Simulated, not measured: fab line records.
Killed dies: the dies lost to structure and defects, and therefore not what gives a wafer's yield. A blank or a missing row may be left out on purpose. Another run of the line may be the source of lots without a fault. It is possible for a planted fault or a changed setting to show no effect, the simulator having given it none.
Split-lot trial ; flow n5 finfet ; 21 wafers read from 7 lots, route of 1938 steps

## THE SPLIT
At N5_SD_ACTIVATION_LSA_01 (time 0.0008 s), the setting temp c was moved away from the recipe's 1080 C on 5 of the 21 wafers read, by -3.1% to -1.9%. All remaining wafers had this setting at the recipe value.

No step appears in the file between the split and the reading.

## THE READING
RS_SD_N, in ohm/sq, at N5_SD_ACTIVATION_RS_MEAS_03 (measures by four-point-probe). Fault-free wafers of this fab line usually give 21.9 ohm/sq, standard deviation 0.31 ohm/sq.

wafer;tool, chamber at the split;temp c as run, C;against the recipe;RS_SD_N, ohm/sq;against lot-mates on the recipe
L074.2;laser anneal-01, 0;1080;recipe;21.9;-
L074.4;laser anneal-01, 0;1080;recipe;21.5;-
L074.6;laser anneal-01, 0;1080;recipe;21.8;-
L075.1;laser anneal-02, 0;1060;-1.9%;25.0;+2.6
L075.3;laser anneal-02, 0;1080;recipe;22.4;-
L075.6;laser anneal-02, 0;1060;-1.9%;24.4;+2.0
L077.3;laser anneal-02, 0;1080;recipe;21.4;-
L077.4;laser anneal-02, 0;1080;recipe;21.8;-
L077.6;laser anneal-02, 0;1080;recipe;22.1;-
L082.1;laser anneal-01, 0;1080;recipe;22.0;-
L082.2;laser anneal-01, 0;1080;recipe;21.8;-
L082.3;laser anneal-01, 0;1047;-3.1%;25.9;+4.0
L086.2;laser anneal-01, 0;1080;recipe;21.7;-
L086.5;laser anneal-01, 0;1080;recipe;21.8;-
L086.6;laser anneal-01, 0;1080;recipe;22.0;-
L090.1;laser anneal-02, 0;1046;-3.1%;25.7;+4.0
L090.3;laser anneal-02, 0;1080;recipe;21.5;-
L090.5;laser anneal-02, 0;1080;recipe;21.9;-
L092.1;laser anneal-02, 0;1048;-3.0%;26.1;+3.7
L092.4;laser anneal-02, 0;1080;recipe;22.3;-
L092.5;laser anneal-02, 0;1080;recipe;22.5;-

THE FIT
A straight line over all 21 wafers: RS_SD_N changes by -1.34 ohm/sq for each +1% of temp c; r = -0.98; the points scatter about the line by 0.33 ohm/sq.
The same after taking each lot's own level away (the mean of its wafers on the recipe; 21 wafers): -1.27 ohm/sq for each +1%; r = -0.99; scatter 0.19 ohm/sq.
That fit puts the effect of the largest move of temp c on the reading at 4 ohm/sq.
Across the lots, their own levels run from 21.70 to 22.40 ohm/sq, a range of 2.3 times the standard deviation given above.
Consequently the slope shifts little with the lot-to-lot level, the two slopes agreeing.
Check: for one of the wafers moved furthest among these (-3.1%), held out of the fit, the line's prediction against its lot-mates is +4 ohm/sq. It came out at +4 ohm/sq against them.
Tool readings at the split's step, against how far the setting was moved: wafer_temp_C_max r = +1.00.

## ADDITIONAL SPLITS CARRIED BY THESE WAFERS
Before the reading, these wafers also passed through other splits. Each is held against what the fit with the lots' levels taken away leaves over:
other split on the same wafers;wafers away from the commonest value;r with RS_SD_N (lot level and that fit taken away)
N5_WELL_APT_COAT_19 spin rpm;10;-0.05
N5_FIN_CUT_EXPOSE_05 dose mj;8;-0.12
N5_FIN_CUT_ETCH_21 h2 flow sccm;6;-0.08
N5_SD_EPI_N_COAT_33 spin rpm;6;+0.41
N5_SD_EPI_N_DESCUM_14 time s;7;-0.01
N5_SD_EPI_P_EPI_21 epi growth time s;3;+0.36

## THE WHOLE CHAIN: every reading that the file lists as answering this split, in the file's order
step;what it does;reading;change (the file's fit);r (the file's)
N5_SD_ACTIVATION_LSA_01;time 0.0008 s;wafer_temp_C_max;withheld for each +1% of the setting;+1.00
N5_SD_ACTIVATION_RS_MEAS_03;measures by four-point-probe;RS_SD_N;-1.28 for each +1% of the setting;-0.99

## FILE'S OWN FIT
RS_SD_N changes by -1.28 ohm/sq for each +1% of temp c, r = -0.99.
